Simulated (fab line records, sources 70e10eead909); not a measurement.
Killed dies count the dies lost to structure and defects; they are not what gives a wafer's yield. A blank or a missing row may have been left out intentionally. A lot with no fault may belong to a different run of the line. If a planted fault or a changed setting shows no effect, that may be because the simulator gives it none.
The tool behind it: which one? + flow nand-harc + 6 lots with 18 wafers sampled at 2 steps, on a route of 1159 steps

WHAT EACH GAUGE READ, for each wafer
NHARC_P_ZERO_WELL_CD_MEAS_24 targets a cd of 720 nm.
| lot  | measured    | on        | cd-nm (nm)        |
|------|-------------|-----------|-------------------|
| L849 | day 1 20:46 | cd-sem-02 | 720.7 720.8 725.2 |
| L851 | day 2 08:29 | cd-sem-02 | 720.7 719.5 719.4 |
| L853 | day 2 20:29 | cd-sem-02 | 721.8 722.6 721.8 |
| L858 | day 4 02:20 | cd-sem-01 | 718.1 720.3 719.6 |
| L860 | day 4 14:29 | cd-sem-03 | 718.1 719.6 721.2 |
| L862 | day 5 02:35 | cd-sem-01 | 721.7 722.1 719.2 |

WHAT TOOL EACH LOT RAN ON (gives the tool, then ch and the chambers of the sampled wafers, and finally the start)
| lot  | NHARC_P_ZERO_WELL_EXPOSE_21      |
|------|----------------------------------|
| L849 | krf-scanner-04 ch 0, day 1 20:36 |
| L851 | krf-scanner-01 ch 0, day 2 08:20 |
| L853 | krf-scanner-04 ch 0, day 2 20:19 |
| L858 | krf-scanner-01 ch 0, day 4 02:10 |
| L860 | krf-scanner-04 ch 0, day 4 14:20 |
| L862 | krf-scanner-04 ch 0, day 5 02:25 |
- NHARC_P_ZERO_WELL_EXPOSE_21: exposes mask P NWELL, target cd 720 nm.

THE ANSWER, worked out from the rows above alone
Rule: usual is defined by the lots themselves. The widest of any qualifying gaps counts: lots, ordered by their means at a reading, are off when they make up no more than a third of the lots, leave a main group of 4 or more, and stand apart from it by 3 or more times the standard deviation of that group's means. Not used: any main group whose means are identical at the precision the tables above print for the reading. Also off: a lot with no number at a reading for which 4 or more lots have one. Any other lot the step has rows for is counted as sound.
Nothing can be told from this: no lot is off at any reading shown.

WHAT THE SIMULATOR PUT IN
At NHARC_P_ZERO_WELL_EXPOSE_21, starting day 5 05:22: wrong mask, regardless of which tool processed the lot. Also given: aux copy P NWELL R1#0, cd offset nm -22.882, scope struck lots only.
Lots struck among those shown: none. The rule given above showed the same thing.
